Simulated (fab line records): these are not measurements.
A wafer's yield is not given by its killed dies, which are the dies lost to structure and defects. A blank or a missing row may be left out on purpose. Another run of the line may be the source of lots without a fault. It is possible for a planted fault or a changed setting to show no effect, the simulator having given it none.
fab line records + flow n5-finfet
record
- lots=7
- wafers=21
route steps=1938 shown BEOL_M0_SAQP@636 BEOL_M1@753 BEOL_M2@890 BEOL_M3@931
start-h: start of the lot's first displayed wafer, in hours after the record's first day + wait-h: how many hours have passed since the lot's step before this one + " repeats the value in the row above + L1.1+2: one row covering several wafers at once + - no value present, or no start provided + * or withheld: withheld + < > ~ a bound
route shown NAME@n: a module of which the file shows steps, and the number in the route of the first + usual: mean and standard deviation over wafers with no fault + same: alike in all rows + chamber/n: place in a boat + sites: readings site by site + _std_site: their standard deviation + _edge_site: inner sites' mean taken away from outer sites' mean + radius-mm: for every site, how far away it sits from the centre of the wafer + mask NAME#n: copy n + behind: the most recent tool/chamber to have shaped the wafer + hold: cause of the lot's hold/its duration in hours/its outcome + device: transistor that didn't switch, given as n, p or np + end of line: the same wafers' tests at the end of the route + where a step has no rows: the recipe by itself + killed: the dies lost at the first sort to structure and to defects; this is not the yield of the wafer + map: per-die view of a wafer (x killed, . not killed, _ where there is no die)
set.NAME: the setting the step ran with; set.NAME@STEP: the setting that earlier step ran with + model.NAME: the simulator's own value behind a step, which no gauge read
lots whose settings were changed on purpose; a table a step, a row a wafer
## steps
# step N5_BEOL_M0_SAQP_PECVD_96
# recipe
- material=a-Si
- target-thk-a=450
- temp-c=350
- precursor=SiH4/He
- pressure-torr=3
- rf-w=100
- time-s=45.2
| lot.wafer | tool     | chamber | start-h | wait-h | set.time-s | model.a-Si_of_BEOL_M0_SAQP_PECVD_96.thk-nm |
|-----------|----------|---------|---------|--------|------------|--------------------------------------------|
| L079.1+4  | pecvd-02 | 1,2     | 135.54  | 0.0    | 45.2       | 45                                         |
| L079.6    | "        | 0       | "       | "      | 45.2       | 44.4                                       |
| L080.2    | pecvd-04 | 0       | 141.84  | 0.0    | 45.2       | 44.6                                       |
| L080.3    | "        | 2       | "       | "      | 49.87      | 49.4                                       |
| L080.6    | "        | 2       | "       | "      | 49.87      | 50                                         |
| L083.2    | pecvd-02 | 2       | 162.37  | 0.0    | 45.2       | 45.2                                       |
| L083.3    | "        | 1       | "       | "      | 39.96      | 39.8                                       |
| L083.4    | "        | 2       | "       | "      | 39.96      | 40.4                                       |
| L086.4    | pecvd-01 | 2       | 177.73  | 0.0    | 45.2       | 45.8                                       |
| L086.5    | "        | 0       | "       | "      | 45.2       | 46                                         |
| L086.6    | "        | 1       | "       | "      | 45.2       | 46.2                                       |
| L088.1    | pecvd-02 | 1       | 194.38  | 0.0    | 47.31      | 47                                         |
| L088.4    | "        | 2       | "       | "      | 45.2       | 45.2                                       |
| L088.6    | "        | 1       | "       | "      | 47.31      | 47.4                                       |
| L089.4    | pecvd-02 | 1       | 199.35  | 0.0    | 49.47      | 50                                         |
| L089.5    | "        | 2       | "       | "      | 45.2       | 45.4                                       |
| L089.6    | "        | 0       | "       | "      | 49.47      | 49.6                                       |
| L094.2    | pecvd-01 | 1       | 224.30  | 0.0    | 45.2       | 44.8                                       |
| L094.3    | "        | 0       | "       | "      | 45.2       | 44.6                                       |
| L094.6    | "        | 2       | "       | "      | 45.2       | 45.4                                       |
# step N5_BEOL_M0_SAQP_PECVD_97
# recipe
- material=SiNx
- target-thk-a=230
- temp-c=350
- precursor=SiH4/NH3/N2
- pressure-torr=1.5
- rf-w=300
- time-s=19.9
# step N5_BEOL_M0_SAQP_PECVD_04
# recipe
- material=a-Si
- target-thk-a=600
- temp-c=350
- precursor=SiH4/He
- pressure-torr=3
- rf-w=100
- time-s=60.2
# step N5_BEOL_M0_SAQP_ETCH_101
# recipe
- chemistry=CH3F/O2
- target=SiNx
- mask-material=SiO2
- target-depth-a=299
- time-s=42.7
- pressure-mtorr=30
- source-w=395
- bias-w=73
- Ar_flow_sccm=150
- CH3F_flow_sccm=30
- O2_flow_sccm=20
- ion-energy-ev=120
# step N5_BEOL_M0_SAQP_ETCH_102
# recipe
- chemistry=CF4
- target=SiO2
- target-depth-a=40
- ion-energy-ev=350
- time-s=4.4
- pressure-mtorr=10
- icp-w=800
- bias-w=400
- cf4-flow-sccm=80
# step N5_BEOL_M0_SAQP_MANDREL_ETCH_103
# recipe
- chemistry=HBr/Cl2
- target=a-Si
- target-depth-a=450
- bt-time-s=10
- stop-on=SiCN
- mask-material=SiO2
- over-etch-frac=0.8
- time-s=27
- pressure-mtorr=10
- icp-w=800
- bias-w=75
- HBr_flow_sccm=150
- Cl2_flow_sccm=80
- ends=end-point
# usual
- oes-product-au=0.690/0.012
| lot.wafer | tool      | chamber | start-h | wait-h | set.time-s@BEOL_M0_SAQP_PECVD_96 | oes-product-au | model.etch.depth-nm |
|-----------|-----------|---------|---------|--------|----------------------------------|----------------|---------------------|
| L079.1    | rie-si-05 | 1       | 138.04  | 0.0    | 45.2                             | 0.689          | 44.94               |
| L079.4    | "         | 1       | "       | "      | 45.2                             | 0.692          | 45.03               |
| L079.6    | "         | 3       | "       | "      | 45.2                             | 0.685          | 44.41               |
| L080.2    | rie-si-05 | 2       | 145.29  | 0.0    | 45.2                             | 0.681          | 44.51               |
| L080.3    | "         | 3       | "       | "      | 49.87                            | 0.743          | 49.48               |
| L080.6    | "         | 2       | "       | "      | 49.87                            | 0.738          | 49.95               |
| L083.2    | rie-si-05 | 1       | 164.77  | 0.0    | 45.2                             | 0.694          | 45.22               |
| L083.3    | "         | 3       | "       | "      | 39.96                            | 0.646          | 39.75               |
| L083.4    | "         | 0       | "       | "      | 39.96                            | 0.642          | 40.34               |
| L086.4    | rie-si-02 | 2       | 180.23  | 0.0    | 45.2                             | 0.711          | 45.87               |
| L086.5    | "         | 1       | "       | "      | 45.2                             | 0.679          | 45.9                |
| L086.6    | "         | 0       | "       | "      | 45.2                             | 0.683          | 46.16               |
| L088.1    | rie-si-04 | 0       | 197.01  | 0.0    | 47.31                            | 0.725          | 47.09               |
| L088.4    | "         | 2       | "       | "      | 45.2                             | 0.693          | 45.19               |
| L088.6    | "         | 0       | "       | "      | 47.31                            | 0.733          | 47.48               |
| L089.4    | rie-si-04 | 0       | 201.92  | 0.0    | 49.47                            | 0.754          | 50.07               |
| L089.5    | "         | 2       | "       | "      | 45.2                             | 0.690          | 45.35               |
| L089.6    | "         | 1       | "       | "      | 49.47                            | 0.736          | 49.69               |
| L094.2    | rie-si-04 | 3       | 226.75  | 0.0    | 45.2                             | 0.676          | 44.89               |
| L094.3    | "         | 2       | "       | "      | 45.2                             | 0.676          | 44.53               |
| L094.6    | "         | 2       | "       | "      | 45.2                             | 0.684          | 45.49               |
# step N5_BEOL_M0_SAQP_RECESS_104
# recipe
- chemistry=HF/NH3
- target=SiO2
- target-depth-a=180
- afs-cycles=3
- temp-c=30
- sublimation-temp-c=180
- sublimation-time-s=60
# step N5_BEOL_M0_SAQP_COAT_105
# recipe
- resist=SOC
- temp-c=250
- time-s=60
- spin-rpm=1500
- resist-thk-nm=100
# step N5_BEOL_M0_SAQP_STRIP_108
# recipe
- chemistry=N2/H2
- power-w=500
- temp-c=40
- pressure-mtorr=50
- rf-frequency-hz=6e+07
- overash-fraction=0.3
- bias-power-w=28
- h2-frac=0.5
- n2-flow-sccm=300
- h2-flow-sccm=300
# step N5_BEOL_M0_SAQP_RECESS_109
# recipe
- chemistry=HF/NH3
- target=SiO2
- target-depth-a=30
- afs-cycles=1
- temp-c=30
- sublimation-temp-c=180
- sublimation-time-s=60
# step N5_BEOL_M0_SAQP_SPACER2_ALD_26
# recipe
- material=SiO2
- target-thk-a=150
- temp-c=300
- ald-precursor-family=BDEAS
- ald-co-reactant=O2-plasma
- pulse-time-s=1
- purge-time-s=2
- co-reactant-purge-time-s=2
- pressure-torr=2
| lot.wafer | tool       | chamber | start-h | wait-h | set.time-s@BEOL_M0_SAQP_PECVD_96 | model.a-Si_of_BEOL_M0_SAQP_PECVD_96.thk-nm |
|-----------|------------|---------|---------|--------|----------------------------------|--------------------------------------------|
| L079.1+4  | ald-sin-04 | 3,0     | 138.88  | 0.1    | 45.2                             | 44.2                                       |
| L079.6    | "          | 3       | "       | "      | 45.2                             | 43.6                                       |
| L080.2    | ald-sin-04 | 0       | 146.15  | 0.1    | 45.2                             | 43.8                                       |
| L080.3    | "          | 2       | "       | "      | 49.87                            | 48.8                                       |
| L080.6    | "          | 1       | "       | "      | 49.87                            | 49.2                                       |
| L083.2    | ald-sin-02 | 0       | 165.61  | 0.1    | 45.2                             | 44.4                                       |
| L083.3    | "          | 1       | "       | "      | 39.96                            | 39                                         |
| L083.4    | "          | 2       | "       | "      | 39.96                            | 39.6                                       |
| L086.4+5  | ald-sin-04 | 0,3     | 184.86  | 3.8    | 45.2                             | 45.2                                       |
| L086.6    | "          | 1       | "       | "      | 45.2                             | 45.4                                       |
| L088.1    | ald-sin-02 | 3       | 197.85  | 0.1    | 47.31                            | 46.4                                       |
| L088.4    | "          | 2       | "       | "      | 45.2                             | 44.4                                       |
| L088.6    | "          | 2       | "       | "      | 47.31                            | 46.8                                       |
| L089.4    | ald-sin-02 | 0       | 203.79  | 0.7    | 49.47                            | 49.4                                       |
| L089.5    | "          | 3       | "       | "      | 45.2                             | 44.6                                       |
| L089.6    | "          | 2       | "       | "      | 49.47                            | 49                                         |
| L094.2    | ald-sin-02 | 1       | 227.71  | 0.1    | 45.2                             | 44.2                                       |
| L094.3    | "          | 2       | "       | "      | 45.2                             | 43.8                                       |
| L094.6    | "          | 0       | "       | "      | 45.2                             | 44.8                                       |
# step N5_BEOL_M1_PECVD_72
# recipe
- material=SiO2
- target-thk-a=160
- temp-c=400
- precursor=TEOS/O2
- pressure-torr=5.5
- rf-w=450
- teos-flow-sccm=53.8
- gas=O2
- flow-sccm=3000
- time-s=18
| lot.wafer | tool     | chamber | start-h | wait-h | set.time-s | model.SiO2_of_BEOL_M1_PECVD_72.thk-nm |
|-----------|----------|---------|---------|--------|------------|---------------------------------------|
| L079.1    | pecvd-01 | 0       | 147.95  | 0.0    | 18         | 15.8                                  |
| L079.4    | "        | 0       | "       | "      | 18         | 16                                    |
| L079.6    | "        | 2       | "       | "      | 18         | 16.2                                  |
| L080.2    | pecvd-02 | 1       | 154.04  | 0.0    | 15.6       | 14                                    |
| L080.3+6  | "        | 2,1     | "       | "      | 18         | 15.8                                  |
| L083.2    | pecvd-02 | 2       | 173.53  | 0.0    | 18         | 15.8                                  |
| L083.3    | "        | 1       | "       | "      | 18         | 15.6                                  |
| L083.4    | "        | 1       | "       | "      | 18         | 16.2                                  |
| L086.4    | pecvd-01 | 2       | 194.70  | 0.1    | 18         | 16                                    |
| L086.5+6  | "        | 0,1     | "       | "      | 16.06      | 14.4                                  |
| L088.1    | pecvd-01 | 2       | 203.83  | 0.0    | 18         | 15.6                                  |
| L088.4+6  | "        | 0,2     | "       | "      | 18         | 16                                    |
| L089.4    | pecvd-01 | 0       | 210.95  | 0.1    | 15.35      | 13.8                                  |
| L089.5    | "        | 2       | "       | "      | 15.35      | 13.6                                  |
| L089.6    | "        | 1       | "       | "      | 18         | 16.2                                  |
| L094.2    | pecvd-03 | 2       | 236.93  | 0.0    | 18         | 15.8                                  |
| L094.3+6  | "        | 0,2     | "       | "      | 16.5       | 14.6                                  |
# step N5_BEOL_M1_COAT_61
# recipe
- resist=SOC
- temp-c=250
- time-s=60
- spin-rpm=1500
- resist-thk-nm=60
| lot.wafer  | tool           | chamber | start-h | wait-h | set.spin-rpm | model.SOC_of_BEOL_M1_COAT_61.thk-nm |
|------------|----------------|---------|---------|--------|--------------|-------------------------------------|
| L079.1+4+6 | litho-track-01 | 0       | 148.19  | 0.1    | 1500         | 59.8                                |
| L080.2     | litho-track-04 | 0       | 156.92  | 0.1    | 1380         | 62.6                                |
| L080.3     | "              | 0       | "       | "      | 1500         | 60.4                                |
| L080.6     | "              | 0       | "       | "      | 1500         | 60.2                                |
| L083.2+4   | litho-track-04 | 0       | 176.82  | 0.1    | 1663         | 57.2                                |
| L083.3     | "              | 0       | "       | "      | 1500         | 60.4                                |
| L086.4     | litho-track-01 | 0       | 198.65  | 0.1    | 1500         | 60.2                                |
| L086.5     | "              | 0       | "       | "      | 1500         | 59.8                                |
| L086.6     | "              | 0       | "       | "      | 1642         | 57.4                                |
| L088.1+4   | litho-track-04 | 0       | 204.76  | 0.1    | 1342         | 63.8                                |
| L088.6     | "              | 0       | "       | "      | 1500         | 60.4                                |
| L089.4+5+6 | litho-track-05 | 0       | 213.36  | 0.1    | 1394         | 62.6                                |
| L094.2     | litho-track-04 | 0       | 237.24  | 0.1    | 1500         | 60.2                                |
| L094.3     | "              | 0       | "       | "      | 1500         | 59.8                                |
| L094.6     | "              | 0       | "       | "      | 1500         | 60                                  |
# step N5_BEOL_M1_COAT_62
# recipe
- resist=SiARC
- temp-c=220
- time-s=60
- spin-rpm=1500
- resist-thk-nm=12
# step N5_BEOL_M1_COAT_73
# recipe
- resist=underlayer
- temp-c=205
- time-s=60
- spin-rpm=1500
- resist-thk-nm=5
# step N5_BEOL_M1_ETCH_74
# recipe
- chemistry=N2/H2
- target=underlayer
- target-depth-a=65
- mask-material=CAR-EUV
- time-s=5.2
- ion-energy-ev=200
- pressure-mtorr=30
- source-w=840
- bias-w=150
- n2-flow-sccm=200
- h2-flow-sccm=200
- ends=cleared
# step N5_BEOL_M1_ETCH_63
# recipe
- chemistry=CF4
- target=SiARC
- target-depth-a=156
- mask-material=CAR-EUV
- time-s=26
- ion-energy-ev=80
- pressure-mtorr=40
- source-w=545
- bias-w=36
- Ar_flow_sccm=100
- cf4-flow-sccm=100
- ends=cleared
# step N5_BEOL_M1_ETCH_64
# recipe
- chemistry=N2/H2
- target=SOC
- target-depth-a=750
- overetch-a=150
- mask-material=SiARC
- temp-c=40
- time-s=112.5
- ion-energy-ev=200
- pressure-mtorr=30
- source-w=840
- bias-w=150
- n2-flow-sccm=200
- h2-flow-sccm=200
| lot.wafer | tool        | chamber | start-h | wait-h | set.spin-rpm@BEOL_M1_COAT_61 | model.etch.depth-nm |
|-----------|-------------|---------|---------|--------|------------------------------|---------------------|
| L079.1    | rie-diel-04 | 1       | 148.66  | 0.0    | 1500                         | 59.77               |
| L079.4    | "           | 0       | "       | "      | 1500                         | 59.83               |
| L079.6    | "           | 2       | "       | "      | 1500                         | 59.71               |
| L080.2    | rie-diel-05 | 2       | 157.51  | 0.0    | 1380                         | 62.67               |
| L080.3    | "           | 0       | "       | "      | 1500                         | 60.33               |
| L080.6    | "           | 0       | "       | "      | 1500                         | 60.28               |
| L083.2    | rie-diel-04 | 3       | 177.41  | 0.0    | 1663                         | 57.21               |
| L083.3    | "           | 1       | "       | "      | 1500                         | 60.45               |
| L083.4    | "           | 0       | "       | "      | 1663                         | 57.15               |
| L086.4    | rie-diel-05 | 1       | 199.76  | 0.0    | 1500                         | 60.2                |
| L086.5    | "           | 3       | "       | "      | 1500                         | 59.86               |
| L086.6    | "           | 0       | "       | "      | 1642                         | 57.49               |
| L088.1    | rie-diel-05 | 3       | 205.23  | 0.0    | 1342                         | 63.7                |
| L088.4    | "           | 0       | "       | "      | 1342                         | 63.84               |
| L088.6    | "           | 3       | "       | "      | 1500                         | 60.36               |
| L089.4    | rie-diel-04 | 2       | 214.08  | 0.0    | 1394                         | 62.63               |
| L089.5    | "           | 1       | "       | "      | 1394                         | 62.62               |
| L089.6    | "           | 0       | "       | "      | 1394                         | 62.69               |
| L094.2    | rie-diel-05 | 0       | 237.83  | 0.0    | 1500                         | 60.17               |
| L094.3    | "           | 3       | "       | "      | 1500                         | 59.8                |
| L094.6    | "           | 2       | "       | "      | 1500                         | 60.09               |
# step N5_BEOL_M1_STRIP_65
# recipe
- chemistry=N2/H2
- temp-c=40
- n2-flow-sccm=200
- h2-flow-sccm=200
- rf-frequency-hz=6e+07
# step N5_BEOL_M1_STRIP_75
# recipe
- chemistry=N2/H2
- temp-c=40
- n2-flow-sccm=200
- h2-flow-sccm=200
- rf-frequency-hz=6e+07
# step N5_BEOL_M1_STRIP_66
# recipe
- chemistry=CF4
- resist=SiARC
- power-w=300
- bias-power-w=75
- pressure-mtorr=50
- cf4-flow-sccm=150
- rf-frequency-hz=6e+07
# step N5_BEOL_M1_HM_OPEN_17
# recipe
- chemistry=Cl2/BCl3
- target-depth-a=200
- overetch-a=60
- target=TiN
- mask-material=SOC
- ion-energy-ev=150
- pressure-mtorr=10
- icp-w=1000
- bias-w=126
- Cl2_flow_sccm=53.25
- bcl3-flow-sccm=21.75
- Ar_flow_sccm=25
| lot.wafer  | tool         | chamber | start-h | wait-h | set.spin-rpm@BEOL_M1_COAT_61 | model.SOC_of_BEOL_M1_COAT_61.thk-nm |
|------------|--------------|---------|---------|--------|------------------------------|-------------------------------------|
| L079.1     | rie-metal-02 | 0       | 148.82  | 0.0    | 1500                         | 51.8                                |
| L079.4+6   | "            | 1       | "       | "      | 1500                         | 51.6                                |
| L080.2     | rie-metal-03 | 0       | 157.71  | 0.1    | 1380                         | 54.6                                |
| L080.3+6   | "            | 0       | "       | "      | 1500                         | 52.4                                |
| L083.2+4   | rie-metal-03 | 1       | 177.58  | 0.0    | 1663                         | 49.2                                |
| L083.3     | "            | 0       | "       | "      | 1500                         | 52.4                                |
| L086.4     | rie-metal-03 | 0       | 199.95  | 0.1    | 1500                         | 52.2                                |
| L086.5     | "            | 0       | "       | "      | 1500                         | 51.8                                |
| L086.6     | "            | 1       | "       | "      | 1642                         | 49.6                                |
| L088.1+4   | rie-metal-03 | 1       | 205.40  | 0.0    | 1342                         | 55.8                                |
| L088.6     | "            | 0       | "       | "      | 1500                         | 52.4                                |
| L089.4+5+6 | rie-metal-03 | 1,0,1   | 214.28  | 0.1    | 1394                         | 54.8                                |
| L094.2+6   | rie-metal-02 | 1       | 238.03  | 0.1    | 1500                         | 52.2                                |
| L094.3     | "            | 1       | "       | "      | 1500                         | 51.8                                |
# step N5_BEOL_M1_STRIP_19
# recipe
- chemistry=O2
- power-w=400
- temp-c=40
- pressure-mtorr=30
- rf-frequency-hz=6e+07
- bias-power-w=0
- overash-fraction=0.2
- o2-flow-sccm=225
# step N5_BEOL_M1_STRIP_97
# recipe
- chemistry=N2/H2
- time-s=10
- power-w=450
- temp-c=40
- pressure-mtorr=20
- rf-frequency-hz=6e+07
- bias-power-w=7
- n2-flow-sccm=200
- h2-flow-sccm=200
# step N5_BEOL_M1_HM_STRIP_39
# recipe
- chemistry=peroxide-tin-strip
- material=TiN
- target-depth-a=250
- temp-c=50
- time-s=158
| lot.wafer | tool         | chamber | start-h | wait-h | set.time-s@BEOL_M1_PECVD_72 | model.SiO2_of_BEOL_M1_PECVD_72.thk-nm |
|-----------|--------------|---------|---------|--------|-----------------------------|---------------------------------------|
| L079.1    | wet-bench-01 | 0       | 152.49  | 0.0    | 18                          | 15.8                                  |
| L079.4+6  | "            | 3,7     | "       | "      | 18                          | 16                                    |
| L080.2    | wet-bench-02 | 6       | 162.28  | 0.0    | 15.6                        | 13.8                                  |
| L080.3+6  | "            | 5,3     | "       | "      | 18                          | 15.6                                  |
| L083.2    | wet-bench-06 | 3       | 183.31  | 0.0    | 18                          | 15.8                                  |
| L083.3    | "            | 1       | "       | "      | 18                          | 15.4                                  |
| L083.4    | "            | 0       | "       | "      | 18                          | 16.2                                  |
| L086.4    | wet-bench-01 | 4       | 208.93  | 0.0    | 18                          | 16                                    |
| L086.5+6  | "            | 7,3     | "       | "      | 16.06                       | 14.2                                  |
| L088.1    | wet-bench-06 | 5       | 215.13  | 0.0    | 18                          | 15.6                                  |
| L088.4+6  | "            | 6,4     | "       | "      | 18                          | 15.8                                  |
| L089.4+5  | wet-bench-06 | 2,5     | 223.72  | 0.0    | 15.35                       | 13.6                                  |
| L089.6    | "            | 7       | "       | "      | 18                          | 16                                    |
| L094.2    | wet-bench-02 | 6       | 248.05  | 0.0    | 18                          | 15.8                                  |
| L094.3+6  | "            | 4,2     | "       | "      | 16.5                        | 14.4                                  |
# step N5_BEOL_M1_SPUTTER_48
# recipe
- material=Cu
- target-thk-a=45
- temp-c=-20
- chamber-pressure-pa=0.07
- power-w=withheld
- time-s=8.29
| lot.wafer  | tool           | chamber | start-h | wait-h | set.time-s | model.Cu_of_BEOL_M1_SPUTTER_48.thk-nm |
|------------|----------------|---------|---------|--------|------------|---------------------------------------|
| L079.1+4+6 | pvd-sputter-03 | -       | 155.42  | 1.6    | 8.29       | 4.6                                   |
| L080.2     | pvd-sputter-02 | -       | 163.94  | 0.1    | 8.29       | 4.6                                   |
| L080.3     | "              | -       | "       | "      | 7.366      | 4                                     |
| L080.6     | "              | -       | "       | "      | 7.366      | -                                     |
| L083.2+4   | pvd-sputter-01 | -       | 185.92  | 1.4    | 7.464      | -                                     |
| L083.3     | "              | -       | "       | "      | 8.29       | 4.6                                   |
| L086.4+6   | pvd-sputter-01 | -       | 211.84  | 1.6    | 8.29       | 4.8                                   |
| L086.5     | "              | -       | "       | "      | 7.383      | 4.2                                   |
| L088.1     | pvd-sputter-01 | -       | 216.66  | 0.1    | 7.752      | -                                     |
| L088.4+6   | "              | -       | "       | "      | 8.29       | 4.4                                   |
| L089.4+5+6 | pvd-sputter-02 | -       | 224.87  | 0.3    | 8.29       | 4.6                                   |
| L094.2     | pvd-sputter-02 | -       | 249.74  | 0.2    | 9.399      | 5.2                                   |
| L094.3     | "              | -       | "       | "      | 9.399      | -                                     |
| L094.6     | "              | -       | "       | "      | 8.29       | 4.4                                   |
# step N5_BEOL_M2_TRENCH_ETCH_37
# recipe
- chemistry=C4F6/O2
- target-depth-a=555.55
- target=SiOC
- time-s=29.2
- ion-energy-ev=250
- pressure-mtorr=30
- source-w=355
- bias-w=185
- Ar_flow_sccm=300
- C4F6_flow_sccm=10
- O2_flow_sccm=10
# usual
- rf-vpp-V=666/4.1
| lot.wafer | tool        | chamber | start-h | wait-h | set.bias-w | rf-vpp-V |
|-----------|-------------|---------|---------|--------|------------|----------|
| L079.1    | rie-diel-01 | 2       | -       | -      | 185        | 666      |
| L079.4    | "           | 3       | "       | "      | 185        | 669      |
| L079.6    | "           | 2       | "       | "      | 185        | 665      |
| L080.2    | rie-diel-01 | 1       | -       | -      | 185        | 671      |
| L080.3    | "           | 2       | "       | "      | 185        | 664      |
| L080.6    | "           | 2       | "       | "      | 185        | 666      |
| L083.2    | rie-diel-06 | 1       | -       | -      | 185        | 665      |
| L083.3    | "           | 3       | "       | "      | 185        | 657      |
| L083.4    | "           | 0       | "       | "      | 185        | 664      |
| L086.4    | rie-diel-01 | 2       | -       | -      | 185        | 665      |
| L086.5    | "           | 0       | "       | "      | 185        | 666      |
| L086.6    | "           | 3       | "       | "      | 185        | 669      |
| L088.1    | rie-diel-01 | 3       | -       | -      | 185        | 668      |
| L088.4    | "           | 1       | "       | "      | 196.5      | 703      |
| L088.6    | "           | 0       | "       | "      | 196.5      | 697      |
| L089.4    | rie-diel-02 | 1       | -       | -      | 202.9      | 711      |
| L089.5    | "           | 1       | "       | "      | 185        | 661      |
| L089.6    | "           | 0       | "       | "      | 185        | 673      |
| L094.2    | rie-diel-06 | 1       | -       | -      | 205.9      | 721      |
| L094.3    | "           | 0       | "       | "      | 185        | 665      |
| L094.6    | "           | 1       | "       | "      | 205.9      | 723      |
# step N5_BEOL_M3_ILD_DEP_00
# recipe
- material=SiOC
- target-thk-a=790
- temp-c=350
- precursor=DEMS/O2
- pressure-torr=5
- rf-w=500
- time-s=15.3
| lot.wafer | tool     | chamber | start-h | wait-h | set.time-s | model.SiOC_of_BEOL_M3_ILD_DEP_00.thk-nm |
|-----------|----------|---------|---------|--------|------------|-----------------------------------------|
| L079.1    | pecvd-02 | 1       | 169.12  | 0.0    | 15.3       | 78.4                                    |
| L079.4    | "        | 0       | "       | "      | 15.3       | 79.2                                    |
| L079.6    | "        | 1       | "       | "      | 15.3       | 78.6                                    |
| L080.2    | pecvd-04 | 1       | 177.99  | 0.0    | 15.3       | 78                                      |
| L080.3    | "        | 0       | "       | "      | 15.3       | 79                                      |
| L080.6    | "        | 0       | "       | "      | 15.3       | 79.2                                    |
| L083.2    | pecvd-04 | 1       | 197.31  | 0.0    | 15.3       | 76.8                                    |
| L083.3    | "        | 0       | "       | "      | 15.3       | 77.2                                    |
| L083.4    | "        | 2       | "       | "      | 15.3       | 78.6                                    |
| L086.4    | pecvd-02 | 2       | 224.25  | 0.1    | 15.3       | 80                                      |
| L086.5    | "        | 0       | "       | "      | 15.3       | 78                                      |
| L086.6    | "        | 1       | "       | "      | 15.3       | 79                                      |
| L088.1    | pecvd-01 | 1       | 231.74  | 0.0    | 15.3       | 78                                      |
| L088.4    | "        | 1       | "       | "      | 16.1       | 83.6                                    |
| L088.6    | "        | 2       | "       | "      | 15.3       | 79.2                                    |
| L089.4    | pecvd-01 | 2       | 242.65  | 0.1    | 15.3       | 79.6                                    |
| L089.5    | "        | 0       | "       | "      | 16.46      | 86.4                                    |
| L089.6    | "        | 1       | "       | "      | 15.3       | 79.4                                    |
| L094.2    | pecvd-04 | 0       | 263.47  | 0.0    | 16.76      | 87                                      |
| L094.3    | "        | 2       | "       | "      | 16.76      | 87.6                                    |
| L094.6    | "        | 1       | "       | "      | 15.3       | 79.8                                    |
# step N5_BEOL_M3_THK_MEAS_01
# recipe
- reads=SiOC_of_BEOL_M3_ILD_DEP_00
# usual
- M3_ILD_THK=79.0/0.93
| lot.wafer | tool          | chamber | start-h | wait-h | set.time-s@BEOL_M3_ILD_DEP_00 | M3_ILD_THK[nm] |
|-----------|---------------|---------|---------|--------|-------------------------------|----------------|
| L079.1    | film-metro-01 | -       | 169.18  | 0.0    | 15.3                          | 78.3           |
| L079.4    | "             | -       | "       | "      | 15.3                          | 79.3           |
| L079.6    | "             | -       | "       | "      | 15.3                          | 78.6           |
| L080.2    | film-metro-01 | -       | 178.06  | 0.1    | 15.3                          | 77.9           |
| L080.3    | "             | -       | "       | "      | 15.3                          | 79.1           |
| L080.6    | "             | -       | "       | "      | 15.3                          | 79.1           |
| L083.2    | film-metro-01 | -       | 197.37  | 0.1    | 15.3                          | 76.8           |
| L083.3    | "             | -       | "       | "      | 15.3                          | 77.1           |
| L083.4    | "             | -       | "       | "      | 15.3                          | 78.6           |
| L086.4    | film-metro-01 | -       | 224.30  | 0.0    | 15.3                          | 79.9           |
| L086.5    | "             | -       | "       | "      | 15.3                          | 78.0           |
| L086.6    | "             | -       | "       | "      | 15.3                          | 79.0           |
| L088.1    | film-metro-02 | -       | 231.81  | 0.0    | 15.3                          | 77.9           |
| L088.4    | "             | -       | "       | "      | 16.1                          | 83.6           |
| L088.6    | "             | -       | "       | "      | 15.3                          | 79.2           |
| L089.4    | film-metro-01 | -       | 242.70  | 0.0    | 15.3                          | 79.5           |
| L089.5    | "             | -       | "       | "      | 16.46                         | 86.4           |
| L089.6    | "             | -       | "       | "      | 15.3                          | 79.4           |
| L094.2    | film-metro-02 | -       | 263.54  | 0.1    | 16.76                         | 87.1           |
| L094.3    | "             | -       | "       | "      | 16.76                         | 87.5           |
| L094.6    | "             | -       | "       | "      | 15.3                          | 79.7           |
## key
split
- step=N5_BEOL_M0_SAQP_PECVD_96
- setting=time-s
- stated=45.2
- by=wafer
response
- step=N5_BEOL_M0_SAQP_PECVD_96
- reading=model.a-Si_of_BEOL_M0_SAQP_PECVD_96.thk-nm
- change=+0.462
- per=1%
- r=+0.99
response
- step=N5_BEOL_M0_SAQP_MANDREL_ETCH_103
- reading=oes-product-au
- change=+0.00534
- per=1%
- r=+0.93
response
- step=N5_BEOL_M0_SAQP_MANDREL_ETCH_103
- reading=model.etch.depth-nm
- change=+0.472
- per=1%
- r=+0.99
response
- step=N5_BEOL_M0_SAQP_SPACER2_ALD_26
- reading=model.a-Si_of_BEOL_M0_SAQP_PECVD_96.thk-nm
- change=+0.473
- per=1%
- r=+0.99
split
- step=N5_BEOL_M1_PECVD_72
- setting=time-s
- stated=18
- by=wafer
response
- step=N5_BEOL_M1_PECVD_72
- reading=model.SiO2_of_BEOL_M1_PECVD_72.thk-nm
- change=+0.152
- per=1%
- r=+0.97
response
- step=N5_BEOL_M1_HM_STRIP_39
- reading=model.SiO2_of_BEOL_M1_PECVD_72.thk-nm
- change=+0.156
- per=1%
- r=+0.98
split
- step=N5_BEOL_M1_COAT_61
- setting=spin-rpm
- stated=1500
- by=wafer
response
- step=N5_BEOL_M1_COAT_61
- reading=model.SOC_of_BEOL_M1_COAT_61.thk-nm
- change=-0.297
- per=1%
- r=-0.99
response
- step=N5_BEOL_M1_ETCH_64
- reading=model.etch.depth-nm
- change=-0.299
- per=1%
- r=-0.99
response
- step=N5_BEOL_M1_HM_OPEN_17
- reading=model.SOC_of_BEOL_M1_COAT_61.thk-nm
- change=-0.29
- per=1%
- r=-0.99
split
- step=N5_BEOL_M1_SPUTTER_48
- setting=time-s
- stated=8.29
- by=wafer
response
- step=N5_BEOL_M1_SPUTTER_48
- reading=model.Cu_of_BEOL_M1_SPUTTER_48.thk-nm
- change=+0.0565
- per=1%
- r=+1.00
split
- step=N5_BEOL_M2_TRENCH_ETCH_37
- setting=bias-w
- stated=185
- by=wafer
response
- step=N5_BEOL_M2_TRENCH_ETCH_37
- reading=rf-vpp-V
- change=+4.86
- per=1%
- r=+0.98
split
- step=N5_BEOL_M3_ILD_DEP_00
- setting=time-s
- stated=15.3
- by=wafer
response
- step=N5_BEOL_M3_ILD_DEP_00
- reading=model.SiOC_of_BEOL_M3_ILD_DEP_00.thk-nm
- change=+0.853
- per=1%
- r=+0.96
response
- step=N5_BEOL_M3_THK_MEAS_01
- reading=M3_ILD_THK
- change=+0.864
- per=1%
- r=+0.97
